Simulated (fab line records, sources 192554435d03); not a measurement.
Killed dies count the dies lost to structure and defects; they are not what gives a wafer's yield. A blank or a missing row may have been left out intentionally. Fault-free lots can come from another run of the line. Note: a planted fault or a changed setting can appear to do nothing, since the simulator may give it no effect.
Code-filled problem report in 8D (eight disciplines) form ; flow n5 finfet ; the parts of the form that need people (team, actions taken, sign-off) are left out

1. THE ISSUE
VT_P_LVT at N5_BEOL_M4_RC_MEAS_101 reads a mean of -114.2 mV on 2 wafers of 2 lots; wafers without a fault read -99.2 mV with a standard deviation of 2.7. Relative to the usual mean, that is a shift of -5.5 standard deviations.
The first sign was on wafer L723.1 at day 11 00:01, on prober-01. The record holds 11 wafers of 4 lots with a number at this step. The rule behind "out" and "out of limits": a value lying over 4 standard deviations away from the usual mean. The other wafers with a number count as sound.

2. WHAT THIS IS AND IS NOT
question;is;is not
which readings at this step;VT_P_LVT, VT_P, VT_P_LONG;DIBL_N, DIBL_P, IOFF_N, ION_N, SS_N, SS_P, VT_N
which lots;L723, L724;L718, L730
which wafers of those lots;L723.1, L724.1;L723.2, L723.5, L724.6
read on which gauges;prober-01;-
when;from day 11 00:01;"up to then (5 sound wafers); but 4 sound wafers of L724, L730 came after"

3. THE SUSPECTS, EACH WITH WHAT RULES IT OUT
Counting: any tool at a process step up to the reading remains a suspect provided it ran every lot that is out. Sound lots after the first of them don't rule it out here, since some wafers of a struck lot are sound.
- the gauge at N5_BEOL_M4_RC_MEAS_101: kept. All the wafers that are out were read on prober-01, and no step on other tools shows them out.
- ald metal-02 at N5_HKMG_FIN_ALD_36 (deposits TiN, target thk 1 nm, pulse time 1 s, purge time 3 s): kept. It ran every lot that is out, first L723 (day 7 05:41); its last sound lot up to then is L718 (day 5 19:09).
Remaining after the count are ald metal-02 at N5_HKMG_FIN_ALD_36 and prober-01 at N5_BEOL_M4_RC_MEAS_101.

4. THE CAUSE (what the simulator had put in)
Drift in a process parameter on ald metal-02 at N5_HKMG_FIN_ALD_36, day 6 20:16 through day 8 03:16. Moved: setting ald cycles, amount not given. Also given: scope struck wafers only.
After counting, 2 suspects remain, this tool included.

5. THE CHAIN OF EFFECTS, in route order
Each row: a reading where the mean over the struck wafers with a number is more than 3 standard deviations away from the usual. Only readings for which the record gives a usual standard deviation are gone through. hours: the time from each lot's start at the first step in this table that gives one to its start at this step, as a median over the lots. sigmas: the change in usual standard deviations.
hours;step;reading;usual;on struck wafers;change;sigmas
0;N5_BEOL_M4_RC_MEAS_101;IOFF_P;0.204 nA/um;0.112;-0.092;-3.4
0;N5_BEOL_M4_RC_MEAS_101;IOFF_P_85C;3.6 nA/um;2.2;-1.4;-3.6
0;N5_BEOL_M4_RC_MEAS_101;IOFF_P_LIN;0.098 nA/um;0.054;-0.044;-4.0
0;N5_BEOL_M4_RC_MEAS_101;IOFF_P_LONG;0.000105 nA/um;0.000073;-0.000032;-3.7
0;N5_BEOL_M4_RC_MEAS_101;ION_P;459 uA/um;437;-22;-3.5
0;N5_BEOL_M4_RC_MEAS_101;VT_P;-251 mV;-269;-18;-5.5
0;N5_BEOL_M4_RC_MEAS_101;VT_P_LONG;-275.9 mV;-289.1;-13.2;-4.6
0;N5_BEOL_M4_RC_MEAS_101;VT_P_LVT;-99.2 mV;-114.2;-15.0;-5.5
106;N5_PASSIVATION_PROBE_49;sort_bin_8_speed;0.00 %;5.93;+5.93;+99 or more
106;N5_PASSIVATION_PROBE_49;sort n pass;1074;1010;-64;-3.6
106;N5_PASSIVATION_PROBE_49;sort yield pct;91.0 %;85.6;-5.4;-3.6
It contains these process steps:
- N5_PASSIVATION_PROBE_49

6. WHAT WOULD HAVE CAUGHT IT SOONER
The first out-of-limits reading at a measuring or inspecting step in this record came at day 11 00:01, 100 hours after the fault's start at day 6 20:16.
An alarm limit of 4 standard deviations would not have fired on the tool readings at N5_HKMG_FIN_ALD_36 for which the record gives a usual standard deviation, since none of them was out on any struck wafer.
Each of the lots that are out, 2 in all, had begun N5_HKMG_FIN_ALD_36 on ald metal-02 no later than day 11 00:01. Tool hold at that time: it would have spared none of them.
